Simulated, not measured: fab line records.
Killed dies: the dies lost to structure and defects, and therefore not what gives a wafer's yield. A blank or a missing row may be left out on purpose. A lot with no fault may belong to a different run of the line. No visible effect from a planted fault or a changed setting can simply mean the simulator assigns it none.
fab line records | flow n5-finfet
record: lots: 4 | wafers: 11 | last-day: 16
route steps=1938 shown BEOL_M4@1099 BEOL_M5@1112 BEOL_M14@1764 BEOL_M15@1830 PASSIVATION@1936
lots that met no fault: taken from a fault-free run of the same line
start-h: hours from the record's first day to the start of the lot's first wafer shown | wait-h: hours elapsed since this lot's preceding step | " identical to the entry in the row above | L1.1+2: one row covering several wafers at once | - value missing, or start not given | * or withheld: withheld | < > ~ a bound
route shown NAME@n: names a module that has steps shown in the file, with the first one's number in the route | usual: mean and standard deviation over wafers with no fault | same: alike in all rows | chamber/n: place in a boat | sites: per-site readings | _std_site: the standard deviation of these | _edge_site: mean of outer sites minus mean of inner sites | radius-mm: for every site, how far away it sits from the centre of the wafer | mask NAME#n: copy n | behind: the last tool/chamber to shape the wafer | hold: why the lot was held/for how many hours/how that ended | device: transistor that didn't switch, given as n, p or np | end of line: the route-end tests of the same wafers | step lacking rows: just its recipe | killed: at the first sort, the dies lost to defects and structure; wafer yield is something else | map: dies across one wafer; x = killed, . = not, _ = none there
set.NAME: the setting that was run; set.NAME@STEP: the one run at that earlier step | model.NAME: the simulator's own value behind a step, which no gauge read
certain route steps with their lots: each step a table, each wafer a row
== steps ==
step: N5_BEOL_M4_ANNEAL_95
recipe: temp-c: 400 | time-s: 240 | ambient: vacuum
step: N5_BEOL_M4_SPUTTER_96
recipe: material: Cu | target-thk-a: 45 | temp-c: -20 | chamber-pressure-pa: 0.07 | power-w: withheld | time-s: 8.29
step: N5_BEOL_M4_ECD_50
recipe: material: Cu | target-thk-a: 3000
step: N5_BEOL_M4_ANNEAL_51
recipe: temp-c: 225 | time-s: 90 | ambient: N2
step: N5_BEOL_M4_CMP_52
recipe: stop-on: SiOC | t-overpolish-s: 6.8 | down-force-psi: 1 | platen-rpm: 50 | clearing-platen-down-force-psi: 1.5 | clearing-platen-rpm: 50 | post-cmp-clean: cu-alkaline | target-thk-nm: 40 | clearing-platen-pad-velocity-m-s: 0.99484 | pad-velocity-m-s: 0.99484
step: N5_BEOL_M4_PRE_CLEAN_60
recipe: gas: NH3/H2 | time-s: 15 | temp-c: * | rf-power-w: 300
step: N5_BEOL_M4_CO_CAP_55
recipe: material: Co | target-thk-a: 20 | temp-c: 200 | precursor: CCTBA/H2 | pressure-torr: 30 | time-s: 102.1
step: N5_BEOL_M4_PRE_CLEAN_56
recipe: gas: NH3 | time-s: 15 | temp-c: withheld | rf-power-w: 300
step: N5_BEOL_M4_DEP_57
recipe: material: SiCN | target-thk-a: 80 | temp-c: withheld | precursor: 3MS/NH3 | pressure-torr: 3 | rf-w: 202 | time-s: 14
step: N5_BEOL_M4_RC_MEAS_101
usual: DIBL_N: 35.9/2.5 | DIBL_P: 36.0/3 | IOFF_N: 0.16/0.047 | IOFF_P: 0.21/0.047 | ION_N: 671/14 | ION_P: 460/8.8 | SS_N: 71.5/0.73 | SS_P: 73.2/0.91 | VT_N: 250/4.3 | VT_P: -251/3.6
lot.wafer | tool      | chamber | start-h | wait-h | DIBL_N[mV/V] | DIBL_P[mV/V] | IOFF_N[nA/um] | IOFF_P[nA/um] | ION_N[uA/um] | ION_P[uA/um] | SS_N[mV/dec] | SS_P[mV/dec] | VT_N[mV] | VT_P[mV]
L687.1    | prober-01 | 0       | 187.02  | 0.0    | 39.4         | 37.4         | 0.23          | 0.25          | 685          | 459          | 71.8         | 74.5         | 242      | -250
L687.2    | "         | 0       | "       | "      | 38.2         | 36.2         | 0.18          | 0.20          | 680          | 455          | 71.3         | 74.0         | 247      | -253
L687.6    | "         | 0       | "       | "      | 37.5         | 36.1         | 0.18          | 0.21          | 681          | 463          | 70.9         | 73.8         | 246      | -250
L691.2    | prober-01 | 0       | 222.33  | 0.2    | 42.7         | 43.2         | 0.29          | 0.33          | 701          | 468          | 73.1         | 74.5         | 241      | -243
L691.3    | "         | 0       | "       | "      | 33.9         | 32.0         | 0.11          | 0.14          | 650          | 440          | 70.7         | 71.8         | 255      | -255
L697.1    | prober-01 | 0       | 257.92  | 0.0    | 34.8         | 34.3         | 0.13          | 0.20          | 668          | 463          | 71.3         | 72.6         | 249      | -248
L697.3    | "         | 0       | "       | "      | 31.1         | 30.5         | 0.09          | 0.15          | 660          | 465          | 70.5         | 71.7         | 255      | -254
L697.4    | "         | 0       | "       | "      | 36.8         | 36.6         | 0.16          | 0.23          | 678          | 473          | 72.0         | 72.9         | 249      | -249
L700.1    | prober-02 | 0       | 274.30  | 0.0    | 34.0         | 34.1         | 0.14          | 0.21          | 654          | 454          | 71.4         | 72.8         | 249      | -251
L700.3    | "         | 0       | "       | "      | 37.6         | 37.9         | 0.22          | 0.26          | 693          | 474          | 72.3         | 74.0         | 243      | -249
L700.6    | "         | 0       | "       | "      | 35.1         | 34.6         | 0.15          | 0.20          | 655          | 446          | 71.5         | 73.0         | 249      | -250
step: N5_BEOL_M5_ILD_DEP_00
recipe: material: SiCOH_lowk | target-thk-a: 1406.4 | temp-c: 300 | precursor: DEMS/porogen | pressure-torr: 5 | rf-w: 500 | time-s: 25.9
step: N5_BEOL_M5_CURE_79
recipe: temp-c: 385 | time-s: 240 | ambient: He/Ar | material: SiCOH_lowk
step: N5_BEOL_M5_PECVD_70
recipe: material: SiO2 | target-thk-a: 160 | temp-c: 400 | precursor: TEOS/O2 | pressure-torr: 5.5 | rf-w: 450 | teos-flow-sccm: 53.8 | gas: O2 | flow-sccm: 3000 | time-s: 18
step: N5_BEOL_M5_HM_DEP_02
recipe: material: TiN | target-thk-a: 200 | temp-c: 25 | chamber-pressure-pa: 0.49996
step: N5_BEOL_M5_COAT_59
recipe: resist: SOC | temp-c: 250 | time-s: 60 | spin-rpm: 1500 | resist-thk-nm: 60
step: N5_BEOL_M5_COAT_60
recipe: resist: SiARC | temp-c: 220 | time-s: 60 | spin-rpm: 1500 | resist-thk-nm: 12
step: N5_BEOL_M5_COAT_71
recipe: resist: underlayer | temp-c: 205 | time-s: 60 | spin-rpm: 1500 | resist-thk-nm: 5
step: N5_BEOL_M5_COAT_05
recipe: resist: CAR-EUV | spin-rpm: 1500 | resist-thk-nm: 30
step: N5_BEOL_M5_EBR_07
recipe: solvent: PGMEA | ebr-width-mm: 1.5
step: N5_BEOL_M5_SOFTBAKE_06
recipe: temp-c: 110 | time-s: 60 | resist: CAR-EUV
step: N5_BEOL_M5_EXPOSE_08
recipe: mask-id: M5 | na: 0.33 | source-shape: annular | sigma-inner: 0.4 | sigma-outer: 0.8 | polarization: unpolarized | target-cd-nm: 28 | dose-mj: 35.75
step: N5_BEOL_M5_PEB_09
recipe: peb-temp-c: 100 | peb-time-s: 60 | resist: CAR-EUV
step: N5_BEOL_M5_DEVELOP_10
recipe: develop-time-s: 30 | developer: TMAH | resist: CAR-EUV | rinse-liquid: surfactant-rinse | dry: air-spin | dev-temp-c: 23
step: N5_BEOL_M5_DESCUM_16
recipe: chemistry: O2 | time-s: 7 | source-power-w: 50 | bias-power-w: 20 | pressure-mtorr: 20 | rf-frequency-hz: 2.712e+07 | temp-c: 40 | resist: CAR-EUV | o2-flow-sccm: 225
step: N5_BEOL_M5_ETCH_72
recipe: chemistry: N2/H2 | target: underlayer | target-depth-a: 65 | mask-material: CAR-EUV | time-s: 5.2 | ion-energy-ev: 200 | pressure-mtorr: 30 | source-w: 840 | bias-w: 150 | n2-flow-sccm: 200 | h2-flow-sccm: 200 | ends: cleared
step: N5_BEOL_M5_ETCH_61
recipe: chemistry: CF4 | target: SiARC | target-depth-a: 156 | mask-material: CAR-EUV | time-s: 26 | ion-energy-ev: 80 | pressure-mtorr: 40 | source-w: 545 | bias-w: 36 | Ar_flow_sccm: 100 | cf4-flow-sccm: 100 | ends: cleared
step: N5_BEOL_M5_ETCH_62
recipe: chemistry: N2/H2 | target: SOC | target-depth-a: 750 | overetch-a: 150 | mask-material: SiARC | temp-c: 40 | time-s: 112.5 | ion-energy-ev: 200 | pressure-mtorr: 30 | source-w: 840 | bias-w: 150 | n2-flow-sccm: 200 | h2-flow-sccm: 200
step: N5_BEOL_M5_STRIP_63
recipe: chemistry: N2/H2 | temp-c: 40 | n2-flow-sccm: 200 | h2-flow-sccm: 200 | rf-frequency-hz: 6e+07
step: N5_BEOL_M5_STRIP_73
recipe: chemistry: N2/H2 | temp-c: 40 | n2-flow-sccm: 200 | h2-flow-sccm: 200 | rf-frequency-hz: 6e+07
step: N5_BEOL_M5_STRIP_64
recipe: chemistry: CF4 | resist: SiARC | power-w: 300 | bias-power-w: 75 | pressure-mtorr: 50 | cf4-flow-sccm: 150 | rf-frequency-hz: 6e+07
step: N5_BEOL_M5_HM_OPEN_17
recipe: chemistry: Cl2/BCl3 | target-depth-a: 200 | overetch-a: 60 | target: TiN | mask-material: SOC | ion-energy-ev: 150 | pressure-mtorr: 10 | icp-w: 1000 | bias-w: 126 | Cl2_flow_sccm: 53.25 | bcl3-flow-sccm: 21.75 | Ar_flow_sccm: 25
step: N5_BEOL_M5_STRIP_19
recipe: chemistry: O2 | power-w: 400 | temp-c: 40 | pressure-mtorr: 30 | rf-frequency-hz: 6e+07 | bias-power-w: 0 | overash-fraction: 0.2 | o2-flow-sccm: 225
step: N5_BEOL_M5_COAT_65
recipe: resist: SOC | temp-c: 250 | time-s: 60 | spin-rpm: 1500 | resist-thk-nm: 60
step: N5_BEOL_M5_COAT_66
recipe: resist: SiARC | temp-c: 220 | time-s: 60 | spin-rpm: 1500 | resist-thk-nm: 12
step: N5_BEOL_M14_SPUTTER_45
recipe: material: Cu | target-thk-a: 1000 | temp-c: -20 | bias-v: 60 | power-w: 26000 | chamber-pressure-pa: 0.13 | time-s: 16.67
usual: throttle-valve-pct: 29.8/0.74
lot.wafer | tool           | chamber | start-h | wait-h | throttle-valve-pct
L687.1    | pvd-sputter-02 | -       | 268.29  | 0.0    | 29.8
L687.2    | "              | -       | "       | "      | 29.6
L687.6    | "              | -       | "       | "      | 28.5
L691.2    | pvd-sputter-02 | -       | 308.00  | 0.0    | 29.8
L691.3    | "              | -       | "       | "      | 30.5
L697.1    | pvd-sputter-02 | -       | 337.00  | 0.0    | 28.6
L697.3    | "              | -       | "       | "      | 30.4
L697.4    | "              | -       | "       | "      | 29.6
L700.1    | pvd-sputter-03 | -       | 353.05  | 0.0    | 29.5
L700.3    | "              | -       | "       | "      | 31.1
L700.6    | "              | -       | "       | "      | 30.0
step: N5_BEOL_M15_RC_MEAS_101
usual: COMB_M10: 1.47e-11/3e-12 | COMB_M10_max_site: 2.1e-11/4.7e-12 | COMB_M11: 1.36e-11/2.4e-12 | COMB_M12: 6.5e-12/1.3e-12 | COMB_M13: 4.9e-12/1.3e-12 | COMB_M14: 3.8e-12/1.1e-12 | COMB_M15: 2.6e-12/8.4e-13 | COMB_M5: 3.6e-11/7.6e-12 | COMB_M6: 2.5e-11/4.8e-12 | COMB_M7: 2.6e-11/5.5e-12 | COMB_M8: 2.6e-11/5.1e-12 | COMB_M9: 1.49e-11/3e-12 | COMB_M9_max_site: 2.1e-11/5.3e-12 | SERP_M10: 3.12/0.12 | SERP_M10_max_site: 3.21/0.12 | SERP_M11: 3.06/0.1 | SERP_M12: 0.637/0.021 | SERP_M13: 0.308/0.0072 | SERP_M13_max_site: 0.311/0.0072 | SERP_M14: 0.163/0.0053 | SERP_M14_max_site: 0.165/0.0054 | SERP_M5: 38.6/2.1 | SERP_M5_max_site: 40.1/2.4 | SERP_M6: 13.9/0.71 | SERP_M6_max_site: 14.6/0.76 | SERP_M7: 13.8/0.78 | SERP_M8: 14.0/0.72 | SERP_M9: 3.07/0.12 | SERP_M9_max_site: 3.17/0.11
lot.wafer | tool      | chamber | start-h | wait-h | COMB_M10[S/m] | COMB_M10_max_site[S/m] | COMB_M11[S/m] | COMB_M12[S/m] | COMB_M13[S/m] | COMB_M14[S/m] | COMB_M15[S/m] | COMB_M5[S/m] | COMB_M6[S/m] | COMB_M7[S/m] | COMB_M8[S/m] | COMB_M9[S/m] | COMB_M9_max_site[S/m] | SERP_M10[ohm/um] | SERP_M10_max_site[ohm/um] | SERP_M11[ohm/um] | SERP_M12[ohm/um] | SERP_M13[ohm/um] | SERP_M13_max_site[ohm/um] | SERP_M14[ohm/um] | SERP_M14_max_site[ohm/um] | SERP_M5[ohm/um] | SERP_M5_max_site[ohm/um] | SERP_M6[ohm/um] | SERP_M6_max_site[ohm/um] | SERP_M7[ohm/um] | SERP_M8[ohm/um] | SERP_M9[ohm/um] | SERP_M9_max_site[ohm/um]
L687.1    | prober-02 | 0       | 277.29  | 0.0    | 1.71e-11      | 1.8e-11                | 1.25e-11      | 6.1e-12       | 4.1e-12       | 2.4e-12       | 1.3e-12       | 3.2e-11      | 3.3e-11      | 2.2e-11      | 3e-11        | 1.38e-11     | 1.8e-11               | 3.01             | 3.21                      | 3.12             | 0.611            | 0.314            | 0.316                     | 0.158            | 0.158                     | 45.0            | 46.9                     | 15.1            | 15.8                     | 13.1            | 13.2            | 3.04            | 3.32
L687.2    | "         | 0       | "       | "      | 1.48e-11      | 1.8e-11                | 1.46e-11      | 4.9e-12       | 5e-12         | 2.4e-12       | 1.5e-12       | 3.6e-11      | 2.4e-11      | 2.6e-11      | 3.1e-11      | 1.34e-11     | 2.4e-11               | 3.18             | 3.35                      | 3.02             | 0.625            | 0.304            | 0.307                     | 0.174            | 0.175                     | 38.9            | 40.5                     | 13.3            | 13.8                     | 13.5            | 14.7            | 3.29            | 3.32
L687.6    | "         | 0       | "       | "      | 1.36e-11      | 1.9e-11                | 1.44e-11      | 4.2e-12       | 4.4e-12       | 2.5e-12       | 2.4e-12       | 3.5e-11      | 2.1e-11      | 2.8e-11      | 3.2e-11      | 1.42e-11     | 2e-11                 | 2.97             | 3.18                      | 3.14             | 0.631            | 0.308            | 0.311                     | 0.163            | 0.165                     | 40.2            | 40.9                     | 13.9            | 14.9                     | 12.9            | 15.1            | 3.12            | 3.21
L691.2    | prober-01 | 0       | 314.56  | 0.2    | 1.76e-11      | 2.8e-11                | 1.53e-11      | 8.4e-12       | 4.3e-12       | 5.2e-12       | 3.1e-12       | 4.6e-11      | 2e-11        | 2.1e-11      | 2.6e-11      | 1.37e-11     | 1.9e-11               | 3.14             | 3.22                      | 3.00             | 0.647            | 0.307            | 0.309                     | 0.171            | 0.172                     | 41.2            | 43.5                     | 14.7            | 15.2                     | 13.7            | 14.4            | 2.98            | 3.09
L691.3    | "         | 0       | "       | "      | 1.92e-11      | 2.5e-11                | 1.15e-11      | 9.9e-12       | 5.3e-12       | 4.3e-12       | 3.7e-12       | 2.8e-11      | 2.9e-11      | 3.8e-11      | 2.4e-11      | 1.72e-11     | 2.4e-11               | 3.06             | 3.13                      | 2.99             | 0.622            | 0.303            | 0.308                     | 0.161            | ~370.37                   | 34.5            | 35.2                     | 14.0            | 14.2                     | 13.9            | 13.6            | 3.10            | 3.21
L697.1    | prober-01 | 0       | 343.81  | 0.0    | 1.23e-11      | 1.8e-11                | 1.64e-11      | 6.7e-12       | 6e-12         | 5.4e-12       | 3.1e-12       | 4.1e-11      | 2.8e-11      | 2.5e-11      | 2.7e-11      | 2.42e-11     | 3.9e-11               | 3.33             | 3.35                      | 3.09             | 0.620            | 0.306            | 0.309                     | 0.159            | 0.161                     | 38.7            | 39.8                     | 14.5            | 15.3                     | 14.1            | 13.4            | 3.15            | 3.30
L697.3    | "         | 0       | "       | "      | 1.19e-11      | 1.7e-11                | 1.44e-11      | 6.5e-12       | 6.5e-12       | 4.4e-12       | 4.1e-12       | 3.7e-11      | 2.5e-11      | 2e-11        | 2.7e-11      | 2.05e-11     | 2.5e-11               | 3.07             | 3.13                      | 3.00             | 0.615            | 0.322            | 0.325                     | 0.172            | ~370.37                   | 40.0            | 42.9                     | 14.7            | 15.4                     | 13.1            | 14.2            | 3.02            | 3.09
L697.4    | "         | 0       | "       | "      | 1.48e-11      | 2e-11                  | 1.82e-11      | 5.9e-12       | 7.7e-12       | 4.1e-12       | 4.1e-12       | 4.3e-11      | 2.2e-11      | 2.6e-11      | 2.2e-11      | 2.03e-11     | 2.1e-11               | 3.30             | 3.36                      | 3.09             | 0.617            | 0.316            | 0.318                     | 0.162            | 0.164                     | 36.8            | 39.1                     | 14.3            | 15.1                     | 14.0            | 13.9            | 3.00            | 3.19
L700.1    | prober-01 | 0       | 360.48  | 0.0    | 1.79e-11      | 2.5e-11                | 1.76e-11      | 7.1e-12       | 5.4e-12       | 4.6e-12       | 3.2e-12       | 4.3e-11      | 2.9e-11      | 2.2e-11      | 2.8e-11      | 1.31e-11     | 1.9e-11               | 3.06             | 3.13                      | 3.20             | 0.668            | 0.307            | 0.308                     | 0.159            | 0.161                     | 37.5            | 39.0                     | 13.3            | 14.0                     | 13.6            | 13.5            | 3.08            | 3.15
L700.3    | "         | 0       | "       | "      | 1.42e-11      | 2.3e-11                | 1.75e-11      | 7.9e-12       | 5.8e-12       | 6.6e-12       | 3.4e-12       | 2.9e-11      | 2.7e-11      | 2.9e-11      | 2.5e-11      | 1.07e-11     | 1.4e-11               | 3.17             | 3.29                      | 3.09             | 0.644            | 0.299            | 0.302                     | 0.158            | 0.159                     | 35.8            | 38.6                     | 14.1            | 14.3                     | 13.6            | 14.9            | 3.00            | 3.09
L700.6    | "         | 0       | "       | "      | 1.9e-11       | 2.4e-11                | 1.71e-11      | 6.8e-12       | 7.1e-12       | 4.2e-12       | 3e-12         | 5.4e-11      | 3.3e-11      | 3.9e-11      | 2.4e-11      | 1.06e-11     | 1.7e-11               | 3.06             | 3.27                      | 3.22             | 0.623            | 0.302            | 0.304                     | 0.158            | 0.160                     | 40.1            | 41.6                     | 13.7            | 14.7                     | 13.3            | 14.6            | 3.25            | 3.30
step: N5_PASSIVATION_PROBE_49
usual: defect-limited-yield: 91.4/1.4 | killed_at_M0_to_M3: 34/8.9 | killed_at_M4_up: 13/4.6 | killed-at-contacts: 12/5.5 | killed-at-front-end: 41/11 | killed-at-other: 3.1/2.9 | killed-dies: 102/16 | killed-on-rim: 13/4.2 | killed-open: 66/11 | killed-short: 34/7.6 | sort_bin_4_leakage: 0.01/0.14 | sort_bin_5_function: 5.1/0.89 | sort_bin_6_memory: 3.2/0.61 | sort-n-pass: 1078/16 | sort-yield-pct: 91.3/1.4
same: gross-dies: 1180 | killed-at-back-side: 0 | sort_bin_8_speed[%]: 0
lot.wafer | tool      | chamber | start-h | wait-h | defect-limited-yield[%] | killed_at_M0_to_M3 | killed_at_M4_up | killed-at-contacts | killed-at-front-end | killed-at-other | killed-dies | killed-on-rim | killed-open | killed-short | sort_bin_4_leakage[%] | sort_bin_5_function[%] | sort_bin_6_memory[%] | sort-n-pass | sort-yield-pct[%]
L687.1    | prober-02 | -       | 290.34  | 0.0    | 92.7                    | 39                 | 12              | 9                  | 26                  | 0               | 86          | 10            | 51          | 35           | 0                     | 4.1                    | 3.0                  | 1094        | 92.7
L687.2    | prober-02 | -       | 290.39  | 0.1    | 94.0                    | 21                 | 12              | 13                 | 25                  | 0               | 71          | 10            | 46          | 25           | 0                     | 3.6                    | 2.2                  | 1109        | 94.0
L687.6    | prober-02 | -       | 290.59  | 0.3    | 94.0                    | 26                 | 4               | 11                 | 29                  | 1               | 71          | 13            | 53          | 18           | 0                     | 3.6                    | 2.4                  | 1109        | 94.0
L691.3    | prober-02 | -       | 332.79  | 0.1    | 71.8                    | 28                 | 241             | 13                 | 48                  | 3               | 333         | 50            | 66          | 35           | 0                     | 17.2                   | 10.8                 | 847         | 71.8
L697.1    | prober-02 | -       | 358.08  | 0.0    | 90.8                    | 31                 | 16              | 5                  | 50                  | 6               | 108         | 12            | 73          | 35           | 0                     | 5.8                    | 3.2                  | 1072        | 90.8
L697.3    | prober-02 | -       | 358.18  | 0.1    | 72.4                    | 23                 | 225             | 12                 | 47                  | 19              | 326         | 50            | 75          | 39           | 0                     | 17.8                   | 9.7                  | 854         | 72.4
L697.4    | prober-02 | -       | 358.23  | 0.2    | 91.6                    | 27                 | 13              | 10                 | 47                  | 2               | 99          | 13            | 73          | 26           | 0                     | 5.3                    | 3.1                  | 1081        | 91.6
L700.1    | prober-02 | -       | 374.30  | 0.0    | 90.8                    | 47                 | 9               | 12                 | 40                  | 1               | 109         | 25            | 74          | 34           | 0                     | 5.8                    | 3.1                  | 1071        | 90.8
L700.3    | prober-02 | -       | 374.40  | 0.1    | 94.4                    | 26                 | 6               | 5                  | 28                  | 1               | 66          | 11            | 43          | 22           | 0                     | 3.6                    | 1.8                  | 1114        | 94.4
L700.6    | prober-02 | -       | 374.55  | 0.3    | 93.2                    | 26                 | 8               | 8                  | 37                  | 1               | 80          | 13            | 52          | 24           | 0                     | 4.1                    | 2.1                  | 1100        | 93.2
killed by level:class
L687.1 BEOL_M0_SAQP:geometric-particle:open=8 BEOL_M0_SAQP:geometric-particle:short=7 BEOL_M1:geometric-particle:open=7 GATE_CUT:geometric-particle:short=6 BEOL_M2:geometric-particle:open=6 BEOL_M3:geometric-particle:open=6 MOL_CONTACT_COAG:geometric-particle:open=5 MOL_CONTACT_COAG:geometric-particle:short=4
L687.2 MOL_CONTACT_COAG:geometric-particle:open=11 BEOL_M2:geometric-particle:open=7 FIN_SAQP:geometric-particle:short=4 BEOL_M0_SAQP:geometric-particle:short=4 BEOL_M1:geometric-particle:open=4 BEOL_M7:geometric-particle:open=4 STARTING-WAFER:geometric-particle:open=4 FIN_SAQP:geometric-particle:open=3
L687.6 BEOL_M2:geometric-particle:open=11 MOL_CONTACT_COAG:geometric-particle:open=9 STI_FIN_REVEAL:geometric-particle:open=8 BEOL_M1:geometric-particle:open=6 FIN_SAQP:geometric-particle:short=5 DUMMY_GATE:geometric-particle:open=5 BEOL_M0_SAQP:geometric-particle:open=4 STI_FIN_REVEAL:geometric-particle:short=3
L691.3 BEOL_M14:interface-void-opened=231 FIN_SAQP:geometric-particle:open=16 FIN_SAQP:geometric-particle:short=9 STI_FIN_REVEAL:geometric-particle:open=9 MOL_CONTACT_COAG:geometric-particle:open=9 BEOL_M1:geometric-particle:open=7 BEOL_M3:geometric-particle:open=7 BEOL_M4:geometric-particle:open=5
L697.1 BEOL_M0_SAQP:geometric-particle:short=11 STI_FIN_REVEAL:geometric-particle:open=11 DUMMY_GATE:geometric-particle:open=11 BEOL_M0_SAQP:geometric-particle:open=11 FIN_SAQP:geometric-particle:short=7 STARTING-WAFER:geometric-particle:open=6 STI_FIN_REVEAL:geometric-particle:short=5 BEOL_M7:geometric-particle:open=5
L697.3 BEOL_M14:interface-void-opened=212 STI_FIN_REVEAL:geometric-particle:open=14 DUMMY_GATE:geometric-particle:open=7 MOL_CONTACT_COAG:geometric-particle:short=7 BEOL_M0_SAQP:geometric-particle:short=7 MIM_TOP_ETCH:geometric-particle:open=6 MOL_CONTACT_COAG:geometric-particle:open=5 BEOL_M3:geometric-particle:open=5
L697.4 DUMMY_GATE:geometric-particle:open=15 BEOL_M0_SAQP:geometric-particle:open=10 STI_FIN_REVEAL:geometric-particle:open=8 MOL_CONTACT_COAG:geometric-particle:open=8 GATE_CUT:geometric-particle:short=7 BEOL_M0_SAQP:geometric-particle:short=6 FIN_SAQP:geometric-particle:short=5 BEOL_M3:geometric-particle:open=5
L700.1 FIN_SAQP:geometric-particle:open=13 BEOL_M1:geometric-particle:open=12 MOL_CONTACT_COAG:geometric-particle:open=11 BEOL_M3:geometric-particle:open=10 FIN_SAQP:geometric-particle:short=7 BEOL_M0_SAQP:geometric-particle:short=6 BEOL_M2:geometric-particle:open=6 STI_FIN_REVEAL:geometric-particle:open=5
L700.3 BEOL_M1:geometric-particle:open=9 FIN_SAQP:geometric-particle:open=7 FIN_SAQP:geometric-particle:short=5 BEOL_M3:geometric-particle:open=5 STARTING-WAFER:geometric-particle:short=5 MOL_CONTACT_COAG:geometric-particle:open=4 BEOL_M1:geometric-particle:short=4 BEOL_M4:geometric-particle:open=3
L700.6 FIN_SAQP:geometric-particle:short=6 DUMMY_GATE:geometric-particle:open=6 GATE_CUT:geometric-particle:open=6 BEOL_M0_SAQP:geometric-particle:open=6 BEOL_M3:geometric-particle:open=6 GATE_CUT:geometric-particle:short=5 MOL_CONTACT_COAG:geometric-particle:open=5 BEOL_M2:geometric-particle:open=5
map L691.3 (x killed, . not)
_________________xx...xx.....________________
______________..xx..x.x.xx.x.xxx_____________
___________..x.....xx.x......x..x..__________
__________.x......x.x..x....xx......_________
________x..xx.x....xx.x.........x....._______
_______x..xx.x.x......x............x..x______
______.xx....x..xx.x..xx.xx.xx...x...xx._____
_____.x.....xx....x......x..x.......x...x____
____x............x........x..x.xx.xx..x.xx___
___....x.x...x.x..x.................xx..x..__
___x........x...x.......x......x....xxx....__
__......x............x...xx....x..xx..x..x.x_
__x....xxx...xx..x.x............xxxx..x.x..._
_....x...x...x....xxx........x...x.x.x..x....
_..x..xx...x..x.x.x....x.x...x.x.x.....xx....
_.x.x.xx..............x...x.........x...x...x
_xx.x......x.x...xx.......x......x......x...x
_x......x....x...........x..x..x.xx.xx.x..x.x
_xxx..x..x.............x......x..xxx.x..xx...
_xxx..x..x..x...x.........xxx..xxxxx.x.....x.
_xxxx..x..x..............x.....x..x...x......
__.x...x....x.....xx....x...x..x.........x.._
__.....xx.x.......xx.xx.x...x.x.xx.x..x..x.._
___x.................x....x..x.....x..xx..x__
___...x.....x.xx.x....xx..xx...x....xxx....__
____....xx..x......x.xx...x...x.x.......x.___
_____..x..............xx.x..x..x...x...x.____
______.x.x.x..x..x.x.x.x.xxx.x.x.x.x..xx_____
_______x........x.........x.x...x..x..x______
________..x.xx.x...........xxxx.....xx_______
__________......xx..x..x.xx....xxxx._________
___________....xx....xx...x.x.x.x..__________
______________.........x.x.....x_____________
_________________...........x________________
map L697.3 (x killed, . not)
_________________...x....x.xx________________
______________...x....x.x....x.._____________
___________x...x...x...x....x.....x__________
__________.x........x...x..x.x..x.xx_________
________..xx...x.........x.........xx._______
_______x....xx....x......x..xx.....x...______
______x..x.xx...............x...xx.xxx.._____
_____.x...x.x..x.x.x......x..x.xx..x.x..x____
____..x....x..............x...x..xxx.x....___
___xxx.xx.....x..xxx...x.xx.....x.....x....__
___.xx.......xxx.x..xxx...xxx..xx..x.x..xx.__
__x..x.x..x.x..........x...x.xx.....xxx...xx_
__....x.......x..x.xx....x.x........x.....x._
_x..............x...x..x.....x.xx.....x.....x
_x....x..x.x...xx...x....x.....x..x...xx..x.x
_.x..x.xx.x.x.........xx.x.xx........x...x...
_x.x....x..x..x.x....x.x...x.x..x.....x......
_.x...x.xx.......xx.......x....xx.......x....
_....x.....x..x.x.xx.....x..x..xx...x...x....
_.....x..xx...x....x....x...x..x....x.x.x....
_x.xx.........x..x....xxx.x..x...x..x......x.
__..x..x...x..............x.....x.x.x..x...x_
__.x..xx..x.......x..xx...x......x.......x.x_
___..............x..x.....x.xx.....xx.....x__
___x...x...x......x.xxx..xx...x.x....x.xx..__
____xx.x...xx..xx.x..xx....x........xx..x.___
_____..xx.x......x...x...x.x....x.....x..____
______x....x.....x......x.x............._____
_______.x........x.....x.x.x..x....x..x______
________........xxx..x.xx.x.....x...x._______
__________.x.x.....x.x.x.x.x..x...x._________
___________...x...x...x.x...x....xx__________
______________...x.xx....xx....._____________
_________________...x......x.________________
== key ==
first-sign: step: N5_BEOL_M15_RC_MEAS_101 | reading: SERP_M14_max_site | direction: up | sigmas: 99+ | usual: 0.165 | struck: ~370.37
effect: step: N5_PASSIVATION_PROBE_49 | reading: killed_at_M4_up | direction: up | sigmas: 48 | usual: 13 | struck: 233
more-kills-born-at: N5_BEOL_M14_SPUTTER_45@pvd-sputter-02: 443
met-at N5_BEOL_M14_SPUTTER_45
struck-wafers L691.3,L697.3
onset-between 268.29 308.00
fault: kind: process-parameter-drift | tool: pvd-sputter-02 | chamber: - | onset-h: 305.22 | steps: N5_BEOL_M14_SPUTTER_45 | channel: time-s | offset: * | shape: step | end-h: 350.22 | scope: struck-wafers-only | acts-in: * | stated: *
